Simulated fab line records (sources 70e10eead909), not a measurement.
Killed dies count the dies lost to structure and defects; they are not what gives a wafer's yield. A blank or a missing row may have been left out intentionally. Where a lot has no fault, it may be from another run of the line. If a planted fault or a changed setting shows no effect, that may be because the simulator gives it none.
Matching of chambers | flow nand harc | pecvd-01 running NHARC_A_CONTACT_DEP_58: 3 sister chambers
The step deposits SiON, target thk 90 nm. 3 wafers are shown with their chamber, then 8 later ones without.

## WAFERS PAIRED WITH THEIR CHAMBERS
wafer  | chamber | heater power w (W)
L091.2 | 2       | 760
L091.6 | 1       | 623
L094.1 | 0       | 940

## WAFERS MISSING THEIR CHAMBER
wafer  | heater power w (W)
L094.3 | 668
L094.4 | 701
L096.3 | 744
L096.4 | 653
L096.5 | 759
L095.1 | 730
L095.2 | 643
L095.3 | 871

## EACH ONE'S CHAMBER
wafer  | from the rows above     | in truth
L094.3 | can't be placed: 1 or 2 | 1
L094.4 | can't be placed: 2 or 1 | 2
L096.3 | 2                       | 2
L096.4 | can't be placed: 1 or 2 | 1
L096.5 | 2                       | 2
L095.1 | can't be placed: 2 or 1 | 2
L095.2 | 1                       | 1
L095.3 | can't be placed: 0 or 2 | 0
3 of 8 placed correctly. Cannot be placed on the basis of these rows: 5; the candidates contain the true chamber in 5. Placed wrongly: 0.
How it was worked out, from the rows above alone: a wafer's distance from a chamber is the root of the sum, over the readings, of the square of ((its reading less the chamber's mean) divided by the reading's scatter). If the next closest chamber is less than 2 further off than the closest, the wafer can't be placed; otherwise it belongs to the closest. A chamber's mean is the mean of its shown wafers. The scatter: root of mean squared gap, hidden wafer to nearest shown wafer, with one shown wafer a chamber.
